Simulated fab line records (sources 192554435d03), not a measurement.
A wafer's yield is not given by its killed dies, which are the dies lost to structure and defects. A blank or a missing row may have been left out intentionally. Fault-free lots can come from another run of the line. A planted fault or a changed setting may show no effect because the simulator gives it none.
fab line records | flow n5_finfet
record: lots: 6 wafers: 18 last_day: 17
route steps=1938 shown BEOL_M5@1188 BEOL_M6@1194
lots untouched by any fault: they come from a run of this same line in which no faults occurred
start_h: the number of hours between the record's first day and the start of the first shown wafer of the lot | wait_h: hours from the lot's prior step to this one | " as in the row above | L1.1+2: several wafers, shown together as one row | - value missing, or start not given | * or withheld: withheld | < > ~ a bound
route shown NAME@n: names a module that has steps shown in the file, with the first one's number in the route | usual: mean and standard deviation over wafers with no fault | same: alike in all rows | chamber/n: place in a boat | sites: per-site readings | _std_site: standard deviation across them | _edge_site: the outer-site mean with the inner-site mean subtracted | radius_mm: how far each site lies from the wafer's centre | mask NAME#n: copy n | behind: the last tool/chamber to shape the wafer | hold: why the lot was held/for how many hours/how that ended | device: the transistor (n, p or np) that didn't switch | end of line: the same wafers' tests at the end of the route | a step with no rows: only its recipe | killed: count of dies lost to structure and defects at first sort (not the wafer's yield) | map: shows each die of a wafer: x if killed, . if not, _ if none is there
set.NAME: the run value of the setting; set.NAME@STEP: its run value at that earlier step | model.NAME: the simulator's own value behind a step, which no gauge read
certain route steps with their lots: each step a table, each wafer a row
services: the hour from which a tool's chamber was out of use, counted from the record's first day as start_h (under 0 if before that day), plus the number of hours and why
== steps ==
step: N5_BEOL_M5_PRE_CLEAN_77
recipe: gas: NH3/H2 time_s: 15 temp_c: * rf_power_w: 300
step: N5_BEOL_M5_CO_CAP_78
recipe: material: Co target_thk_a: 20 temp_c: 200 precursor: CCTBA/H2 pressure_torr: 30 time_s: 102.1
usual: heater_power_w: 253/13
columns lot.wafer tool chamber start_h wait_h heater_power_w
L477.1 cvd_co-02 1 211.65 0.0 254
L477.2 " 0 " " 234
L477.6 " 1 " " 242
L478.2 cvd_co-02 1 214.70 0.0 243
L478.5 " 1 " " 252
L478.6 " 2 " " 260
L483.2 cvd_co-01 0 248.09 0.0 265
L483.3 " 2 " " 239
L483.4 " 0 " " 267
L484.1 cvd_co-02 0 260.29 0.0 246
L484.5 " 1 " " 250
L484.6 " 0 " " 238
L485.2 cvd_co-02 0 264.64 0.0 240
L485.4 " 0 " " 239
L485.6 " 2 " " 259
L495.1 cvd_co-01 0 316.89 0.0 263
L495.3 " 1 " " 274
L495.6 " 0 " " 260
step: N5_BEOL_M5_PRE_CLEAN_55
recipe: gas: NH3 time_s: 15 temp_c: withheld rf_power_w: 300
step: N5_BEOL_M5_DEP_56
recipe: material: SiCN target_thk_a: 80 temp_c: withheld precursor: 3MS/NH3 pressure_torr: 3 rf_w: 202 time_s: 14
usual: showerhead_plenum_p_Torr: 3.663/0.0085 throttle_valve_pct: 8.9/0.58
columns lot.wafer tool chamber start_h wait_h showerhead_plenum_p_Torr throttle_valve_pct
L477.1 pecvd-04 1 211.77 0.0 3.672 8.6
L477.2 " 2 " " 3.650 8.6
L477.6 " 0 " " 3.658 9.0
L478.2 pecvd-02 0 214.83 0.0 3.674 8.7
L478.5 " 0 " " 3.669 8.4
L478.6 " 1 " " 3.671 9.6
L483.2 pecvd-03 1 248.21 0.0 3.661 9.8
L483.3 " 2 " " 3.663 7.9
L483.4 " 0 " " 3.657 8.8
L484.1 pecvd-04 1 260.41 0.0 3.660 8.9
L484.5 " 2 " " 3.650 8.7
L484.6 " 1 " " 3.671 8.5
L485.2 pecvd-02 1 264.76 0.0 3.678 9.8
L485.4 " 0 " " 3.676 8.8
L485.6 " 1 " " 3.686 9.6
L495.1 pecvd-03 0 317.01 0.0 3.662 9.1
L495.3 " 1 " " 3.668 9.8
L495.6 " 0 " " 3.654 9.1
step: N5_BEOL_M5_RS_MEAS_57
recipe: thk_meas_gauge: four-point-probe reads: Co_of_BEOL_M5_CO_CAP_78+Cu_of_BEOL_M5_ECD_50+Co_of_BEOL_M5_CVD_47+TaN_of_BEOL_M5_ALD_86
usual: M5_RS: 0.391/0.015
columns lot.wafer tool chamber start_h wait_h M5_RS[ohm/sq]
L477.1 film_metro-02 - 211.83 0.0 0.389
L477.2 " - " " 0.388
L477.6 " - " " 0.373
L478.2 film_metro-01 - 214.89 0.1 0.420
L478.5 " - " " 0.405
L478.6 " - " " 0.382
L483.2 film_metro-01 - 248.28 0.1 0.400
L483.3 " - " " 0.375
L483.4 " - " " 0.416
L484.1 film_metro-02 - 260.48 0.0 0.398
L484.5 " - " " 0.365
L484.6 " - " " 0.410
L485.2 film_metro-02 - 264.82 0.1 0.390
L485.4 " - " " 0.380
L485.6 " - " " 0.398
L495.1 film_metro-02 - 317.07 0.0 0.365
L495.3 " - " " 0.396
L495.6 " - " " 0.401
step: N5_BEOL_M5_INSPECT_58
recipe: inspect_instrument: darkfield mode: post_dep
usual: raw_defect_count: 81/28
columns lot.wafer tool chamber start_h wait_h raw_defect_count
L477.1 defect_inspect-01 - 211.86 0.0 96
L477.2 " - " " 64
L477.6 " - " " 72
L478.2 defect_inspect-01 - 214.92 0.0 53
L478.5 " - " " 109
L478.6 " - " " 76
L483.2 defect_inspect-02 - 248.30 0.0 63
L483.3 " - " " 67
L483.4 " - " " 113
L484.1 defect_inspect-01 - 260.50 0.0 64
L484.5 " - " " 77
L484.6 " - " " 73
L485.2 defect_inspect-01 - 264.85 0.0 95
L485.4 " - " " 55
L485.6 " - " " 57
L495.1 defect_inspect-02 - 317.10 0.0 60
L495.3 " - " " 57
L495.6 " - " " 77
step: N5_BEOL_M6_ILD_DEP_00
recipe: material: SiCOH_lowk target_thk_a: 1797.5 temp_c: 300 precursor: DEMS/porogen pressure_torr: 5 rf_w: 500 time_s: 33.4
step: N5_BEOL_M6_CURE_74
recipe: temp_c: 385 time_s: 240 ambient: He/Ar material: SiCOH_lowk
usual: lamp_power_pct: 52.31/0.056 wafer_temp_C_max: 386.8/0.55
columns lot.wafer tool chamber start_h wait_h lamp_power_pct wafer_temp_C_max
L477.1 uv_cure-01 2 211.98 0.1 52.28 387.9
L477.2 " 2 " " 52.40 386.4
L477.6 " 2 " " 52.28 386.9
L478.2 uv_cure-03 1 215.10 0.1 52.29 386.3
L478.5 " 1 " " 52.28 386.5
L478.6 " 1 " " 52.39 386.5
L483.2 uv_cure-03 1 248.51 0.1 52.23 386.0
L483.3 " 1 " " 52.39 386.7
L483.4 " 1 " " 52.29 386.2
L484.1 uv_cure-01 0 260.60 0.0 52.28 388.1
L484.5 " 0 " " 52.35 386.5
L484.6 " 0 " " 52.37 387.2
L485.2 uv_cure-01 0 265.13 0.2 52.28 387.3
L485.4 " 0 " " 52.25 387.5
L485.6 " 0 " " 52.25 387.2
L495.1 uv_cure-01 2 317.20 0.0 52.36 387.1
L495.3 " 2 " " 52.20 386.9
L495.6 " 2 " " 52.26 386.8
step: N5_BEOL_M6_THK_MEAS_01
recipe: reads: SiCOH_lowk_of_BEOL_M6_ILD_DEP_00
usual: M6_ILD_THK: 155.5/2
columns lot.wafer tool chamber start_h wait_h M6_ILD_THK[nm]
L477.1 film_metro-01 - 212.50 0.4 152.0
L477.2 " - " " 151.3
L477.6 " - " " 155.5
L478.2 film_metro-02 - 215.53 0.4 154.9
L478.5 " - " " 159.1
L478.6 " - " " 157.4
L483.2 film_metro-02 - 248.94 0.4 152.1
L483.3 " - " " 158.1
L483.4 " - " " 154.5
L484.1 film_metro-01 - 261.60 0.8 157.9
L484.5 " - " " 159.2
L484.6 " - " " 158.5
L485.2 film_metro-02 - 265.97 0.7 152.9
L485.4 " - " " 156.1
L485.6 " - " " 154.4
L495.1 film_metro-02 - 317.71 0.4 153.9
L495.3 " - " " 151.2
L495.6 " - " " 156.3
step: N5_BEOL_M6_PECVD_70
recipe: material: SiO2 target_thk_a: 200 temp_c: 400 precursor: TEOS/O2 pressure_torr: 5.5 rf_w: 450 teos_flow_sccm: 53.8 gas: O2 flow_sccm: 3000 time_s: 22.7
usual: heater_power_w: 738/72 showerhead_plenum_p_Torr: 8.77/0.049 throttle_valve_pct: 22.2/1.1
columns lot.wafer tool chamber start_h wait_h heater_power_w showerhead_plenum_p_Torr throttle_valve_pct
L477.1 pecvd-02 1 212.53 0.0 634 8.85 23.5
L477.2 " 2 " " 688 8.68 23.7
L477.6 " 0 " " 794 8.82 21.4
L478.2 pecvd-04 0 215.57 0.0 798 8.75 22.7
L478.5 " 2 " " 658 8.75 21.3
L478.6 " 0 " " 784 8.74 23.0
L483.2 pecvd-01 2 248.98 0.0 758 8.81 20.4
L483.3 " 1 " " 881 8.72 22.5
L483.4 " 2 " " 776 8.83 20.2
L484.1 pecvd-02 0 261.63 0.0 690 8.83 21.1
L484.5 " 2 " " 773 8.71 23.8
L484.6 " 0 " " 655 8.82 21.2
L485.2 pecvd-04 1 266.00 0.0 799 8.78 21.5
L485.4 " 0 " " 774 8.72 23.0
L485.6 " 2 " " 684 8.75 21.2
L495.1 pecvd-04 0 317.75 0.0 678 8.75 22.7
L495.3 " 2 " " 676 8.74 21.4
L495.6 " 1 " " 720 8.81 21.2
step: N5_BEOL_M6_HM_DEP_02
recipe: material: TiN target_thk_a: 200 temp_c: 25 chamber_pressure_pa: 0.49996
usual: throttle_valve_pct: 29.9/0.93
columns lot.wafer tool chamber start_h wait_h throttle_valve_pct
L477.1 pvd_sputter-03 - 214.57 2.0 28.4
L477.2 " - " " 29.2
L477.6 " - " " 29.3
L478.2 pvd_sputter-01 - 216.25 0.7 30.6
L478.5 " - " " 30.7
L478.6 " - " " 29.4
L483.2 pvd_sputter-01 - 249.95 1.0 29.6
L483.3 " - " " 31.8
L483.4 " - " " 30.4
L484.1 pvd_sputter-01 - 263.03 1.4 30.7
L484.5 " - " " 31.9
L484.6 " - " " 30.6
L485.2 pvd_sputter-02 - 266.40 0.4 29.5
L485.4 " - " " 30.2
L485.6 " - " " 30.1
L495.1 pvd_sputter-03 - 318.34 0.6 30.6
L495.3 " - " " 31.1
L495.6 " - " " 28.4
step: N5_BEOL_M6_COAT_59
recipe: resist: SOC temp_c: 250 time_s: 60 spin_rpm: 1500 resist_thk_nm: 100
step: N5_BEOL_M6_COAT_60
recipe: resist: SiARC temp_c: 220 time_s: 60 spin_rpm: 1500 resist_thk_nm: 35
usual: heater_power_total_W: 427.4/2.1 spin_speed_rpm: 1499.8/0.98
columns lot.wafer tool chamber start_h wait_h heater_power_total_W spin_speed_rpm model.SiARC_of_BEOL_M6_COAT_60.thk_nm
L477.1 litho_track-05 0 214.70 - 425.1 1501.5 35
L477.2 " 0 " " 424.3 1498.8 35
L477.6 " 0 " " 425.8 1500.1 35.2
L478.2 litho_track-01 0 216.38 - 424.4 1501.0 35
L478.5 " 0 " " 430.1 1499.3 34.8
L478.6 " 0 " " 424.2 1500.2 34.8
L483.2 litho_track-05 0 250.08 - 426.2 1670.0 33.2
L483.3 " 0 " " 425.9 1669.1 33.2
L483.4 " 0 " " 429.7 1669.2 33.2
L484.1 litho_track-02 0 263.16 - 425.4 1498.4 35
L484.5 " 0 " " 424.5 1500.7 35
L484.6 " 0 " " 427.3 1500.7 35
L485.2 litho_track-05 0 266.52 - 424.7 1668.3 33.2
L485.4 " 0 " " 430.6 1669.2 33.4
L485.6 " 0 " " 425.1 1669.6 33.2
L495.1 litho_track-01 0 318.47 - 425.2 1500.3 35
L495.3 " 0 " " 430.4 1500.6 35
L495.6 " 0 " " 428.5 1500.3 35.2
step: N5_BEOL_M6_COAT_05
recipe: resist: CAR-ArF spin_rpm: 1500 resist_thk_nm: 90
step: N5_BEOL_M6_EBR_07
recipe: solvent: PGMEA ebr_width_mm: 1.5
step: N5_BEOL_M6_SOFTBAKE_06
recipe: temp_c: 110 time_s: 60 resist: CAR-ArF
step: N5_BEOL_M6_EXPOSE_08
recipe: mask_id: M6 na: 1.35 source_shape: dipole sigma_inner: 0.817 sigma_outer: 0.97 polarization: te dose_mj: 68.25
step: N5_BEOL_M6_PEB_09
recipe: peb_temp_c: withheld peb_time_s: 60 resist: CAR-ArF
step: N5_BEOL_M6_DEVELOP_10
recipe: develop_time_s: 30 developer: TMAH resist: CAR-ArF rinse_liquid: diw dry: air_spin dev_temp_c: 23
step: N5_BEOL_M6_CD_MEAS_11
recipe: target_cd_nm: 38.5 landing_energy_ev: 500 detector: se_inlens polarity: opening
usual: cd_nm: 38.6/0.49
columns lot.wafer tool chamber start_h wait_h cd_nm
L477.1 cd_sem-03 0 215.07 - 38.7
L477.2 " 0 " " 37.8
L477.6 " 0 " " 38.5
L478.2 cd_sem-02 0 216.75 - 39.1
L478.5 " 0 " " 38.3
L478.6 " 0 " " 39.1
L483.2 cd_sem-03 0 250.49 - 37.8
L483.3 " 0 " " 38.5
L483.4 " 0 " " 38.1
L484.1 cd_sem-01 0 263.53 - 38.6
L484.5 " 0 " " 38.2
L484.6 " 0 " " 39.4
L485.2 cd_sem-02 0 266.77 - 38.4
L485.4 " 0 " " 38.5
L485.6 " 0 " " 38.2
L495.1 cd_sem-03 0 318.84 - 38.5
L495.3 " 0 " " 38.9
L495.6 " 0 " " 38.6
step: N5_BEOL_M6_OVL_MEAS_12
recipe: points_per_wafer: 44
usual: M6_OVL: 0.3/0.7
columns lot.wafer tool chamber start_h wait_h M6_OVL[nm]
L477.1 overlay-01 0 215.10 0.0 1.0
L477.2 " 0 " " 1.1
L477.6 " 0 " " 1.6
L478.2 overlay-01 0 216.78 0.0 0.2
L478.5 " 0 " " 0.5
L478.6 " 0 " " -0.8
L483.2 overlay-01 0 250.52 0.0 -0.5
L483.3 " 0 " " 0.2
L483.4 " 0 " " 0.4
L484.1 overlay-01 0 263.56 0.0 1.5
L484.5 " 0 " " 1.1
L484.6 " 0 " " 0.8
L485.2 overlay-02 0 266.80 0.0 1.4
L485.4 " 0 " " 1.7
L485.6 " 0 " " 0.9
L495.1 overlay-01 0 318.87 0.0 -0.6
L495.3 " 0 " " 0.2
L495.6 " 0 " " -1.1
step: N5_BEOL_M6_INSPECT_13
recipe: mode: adi inspect_instrument: brightfield
usual: raw_defect_count: 445/92
columns lot.wafer tool chamber start_h wait_h raw_defect_count
L477.1 defect_inspect-01 - 215.13 0.0 474
L477.2 " - " " 460
L477.6 " - " " 428
L478.2 defect_inspect-01 - 216.80 0.0 309
L478.5 " - " " 803
L478.6 " - " " 549
L483.2 defect_inspect-02 - 250.54 0.0 636
L483.3 " - " " 347
L483.4 " - " " 568
L484.1 defect_inspect-02 - 263.58 0.0 506
L484.5 " - " " 405
L484.6 " - " " 436
L485.2 defect_inspect-02 - 266.82 0.0 458
L485.4 " - " " 394
L485.6 " - " " 423
L495.1 defect_inspect-02 - 318.89 0.0 385
L495.3 " - " " 335
L495.6 " - " " 539
step: N5_BEOL_M6_DESCUM_16
recipe: chemistry: O2 time_s: 7.9 source_power_w: 50 bias_power_w: 20 pressure_mtorr: 20 rf_frequency_hz: 2.712e+07 temp_c: 40 resist: CAR-ArF o2_flow_sccm: 225
step: N5_BEOL_M6_ETCH_61
recipe: chemistry: CF4 target: SiARC target_depth_a: 455 mask_material: CAR-ArF time_s: 75.8 ion_energy_ev: 80 pressure_mtorr: 40 source_w: 545 bias_w: 36 Ar_flow_sccm: 100 cf4_flow_sccm: 100 ends: cleared
usual: chamber_pressure_mTorr: 40.00/0.035 drypump_motor_current_A: 5.9/0.42 etch_rf_on_time_s: 76.6/1.8 oes_product_au: 0.66/0.065 rf_vpp_V: 184.1/1 showerhead_plenum_p_Torr: 2.14/0.058 throttle_valve_pct: 15.69/0.19
columns lot.wafer tool chamber start_h wait_h chamber_pressure_mTorr drypump_motor_current_A etch_rf_on_time_s oes_product_au rf_hours_counter_h rf_vpp_V showerhead_plenum_p_Torr throttle_valve_pct model.etch.depth_nm model.CAR-ArF_of_BEOL_M6_COAT_05.thk_nm
L477.1 rie_diel-02 0 215.75 0.0 40.06 6.2 78.1 0.75 34 184.2 2.19 15.56 35 50.6
L477.2 " 3 " " 40.01 5.2 76.8 0.60 205 185.0 2.14 15.64 35.04 51
L477.6 " 2 " " 40.05 6.6 75.3 0.63 - 182.6 2.23 16.04 35.12 50.6
L478.2 rie_diel-04 0 216.87 0.0 39.99 5.3 74.8 0.60 217 185.6 2.12 15.65 34.9 51.2
L478.5 " 3 " " 40.02 5.6 73.9 0.85 - 184.8 2.21 15.67 34.8 51.2
L478.6 " 2 " " 40.02 6.0 76.3 0.66 - 184.8 2.15 15.34 34.83 51
L483.2 rie_diel-01 2 250.70 0.0 39.94 5.6 74.0 0.64 137 183.3 2.05 15.66 33.2 52.4
L483.3 " 1 " " 40.03 6.2 70.8 0.69 102 185.1 2.17 15.77 33.21 52.2
L483.4 " 2 " " 40.04 5.6 73.6 0.64 - 182.8 2.05 15.65 33.17 52.4
L484.1 rie_diel-02 2 263.65 0.0 40.07 6.6 75.2 0.62 200 185.3 2.22 16.09 35.02 51.4
L484.5 " 1 " " 39.96 5.8 74.9 0.64 - 185.5 2.13 15.80 35.08 51.2
L484.6 " 0 " " 39.96 6.2 77.0 0.72 - 183.0 2.19 15.58 35.03 51.4
L485.2 rie_diel-01 2 267.24 0.0 40.04 5.6 74.6 0.62 145 182.8 2.04 15.69 33.22 52.2
L485.4 " 1 " " 40.01 6.1 72.2 0.69 - 184.9 2.16 15.78 33.3 52
L485.6 " 0 " " 39.96 5.9 74.9 0.60 - 184.3 2.03 15.53 33.16 52.4
L495.1 rie_diel-04 1 318.96 0.0 39.95 5.5 73.8 0.66 144 183.5 2.14 15.80 35.09 50.8
L495.3 " 3 " " 40.05 5.6 74.0 0.78 39 184.2 2.19 15.71 35.09 50.8
L495.6 " 1 " " 40.00 5.6 73.6 0.66 - 183.3 2.14 15.81 35.15 50.8
step: N5_BEOL_M6_ETCH_62
recipe: chemistry: N2/H2 target: SOC target_depth_a: 1100 overetch_a: 220 mask_material: SiARC temp_c: 40 time_s: 165 ion_energy_ev: 200 pressure_mtorr: 30 source_w: 840 bias_w: 150 n2_flow_sccm: 200 h2_flow_sccm: 200
usual: chamber_pressure_mTorr: 30.004/0.029 drypump_motor_current_A: 5.9/0.42 oes_product_au: 0.66/0.061 rf_vpp_V: 523.6/1.9 showerhead_plenum_p_Torr: 2.53/0.061 throttle_valve_pct: 17.87/0.22
columns lot.wafer tool chamber start_h wait_h chamber_pressure_mTorr drypump_motor_current_A oes_product_au rf_hours_counter_h rf_vpp_V showerhead_plenum_p_Torr throttle_valve_pct model.SiARC_of_BEOL_M6_COAT_60.thk_nm
L477.1 rie_diel-02 0 215.80 0.0 29.970 6.2 0.75 34 525.4 2.59 17.62 28.6
L477.2 " 3 " " 29.966 5.2 0.60 205 524.2 2.51 17.64 28.6
L477.6 " 2 " " 29.995 6.7 0.62 - 526.9 2.63 18.20 28.6
L478.2 rie_diel-04 0 216.92 0.0 29.991 5.3 0.59 217 523.9 2.52 17.85 28.4
L478.5 " 3 " " 30.044 5.6 0.83 - 523.6 2.59 17.63 27.8
L478.6 " 2 " " 29.961 6.0 0.66 - 525.9 2.55 17.58 28.4
L483.2 rie_diel-01 2 250.76 0.0 30.018 5.6 0.64 137 519.9 2.45 18.09 26.8
L483.3 " 1 " " 29.941 6.2 0.68 102 525.4 2.57 18.08 26.4
L483.4 " 2 " " 30.008 5.6 0.64 - 522.1 2.45 18.09 26.8
L484.1 rie_diel-02 2 263.71 0.0 29.995 6.6 0.62 200 526.5 2.63 18.23 28.4
L484.5 " 1 " " 30.011 5.8 0.63 - 524.0 2.51 17.82 28.6
L484.6 " 0 " " 30.017 6.2 0.72 - 524.9 2.59 17.67 28.6
L485.2 rie_diel-01 2 267.29 0.0 30.004 5.6 0.63 145 521.6 2.45 18.10 26.8
L485.4 " 1 " " 30.032 6.2 0.68 - 522.5 2.57 18.09 26.4
L485.6 " 0 " " 30.000 5.9 0.61 - 520.1 2.42 17.87 26.8
L495.1 rie_diel-04 1 319.02 0.0 30.036 5.6 0.64 144 523.2 2.55 18.09 28.2
L495.3 " 3 " " 30.030 5.6 0.76 39 525.5 2.57 17.68 28.2
L495.6 " 1 " " 30.014 5.5 0.64 - 524.4 2.55 18.09 28.2
step: N5_BEOL_M6_STRIP_68
recipe: chemistry: N2/H2 temp_c: 40 n2_flow_sccm: 200 h2_flow_sccm: 200 rf_frequency_hz: 6e+07
== services ==
columns tool chamber start_h hours kind
uv_cure-03 - 192.62 2.8 pm
rie_diel-04 0 192.97 14.7 repair
pvd_sputter-02 - 205.02 2.0 repair
cvd_co-01 - 210.55 14.6 pm
pecvd-03 1 218.34 4.4 repair
uv_cure-01 - 220.47 1.0 pm
pecvd-04 0 223.66 2.1 scheduled_down
cvd_co-02 - 225.15 6.0 pm
pecvd-04 1 235.87 5.5 scheduled_down
pecvd-04 2 237.47 1.8 repair
rie_diel-01 3 242.29 6.0 repair
pvd_sputter-01 - 246.25 3.0 repair
pecvd-01 0 248.25 4.4 repair
pecvd-01 1 260.05 5.9 repair
pecvd-02 - 265.18 2.9 repair
pecvd-02 - 268.09 2.8 pm
rie_diel-01 1 269.22 5.2 repair
pecvd-03 - 273.89 2.8 pm
rie_diel-01 - 280.26 14.6 pm
pecvd-02 2 301.28 5.5 scheduled_down
rie_diel-04 0 305.44 - clean
rie_diel-04 0 305.44 - consumable_replace:focus_ring
rie_diel-01 1 315.35 8.1 repair
rie_diel-02 1 318.16 4.5 repair
== key ==
first_sign: step: N5_BEOL_M6_COAT_60 reading: spin_speed_rpm direction: up sigmas: 99+ usual: * struck: *
effect none on later readings
model_effect: step: N5_BEOL_M6_COAT_60 value: SiARC_of_BEOL_M6_COAT_60.thk_nm without: 35.03 struck: 33.23
model_effect: step: N5_BEOL_M6_ETCH_61 value: etch.depth_nm without: 35.05 struck: 33.21
model_effect: step: N5_BEOL_M6_ETCH_62 value: SiARC_of_BEOL_M6_COAT_60.thk_nm without: 28.53 struck: 26.67
met_at N5_BEOL_M6_COAT_60
struck_wafers L483.2,L483.3,L483.4,L485.2,L485.4,L485.6
onset_between 214.70 250.08
fault: kind: process_parameter_drift tool: litho_track-05 chamber: - onset_h: 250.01 steps: N5_BEOL_M6_COAT_60 channel: spin_rpm offset: * shape: step end_h: 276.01 acts_in: * stated: *
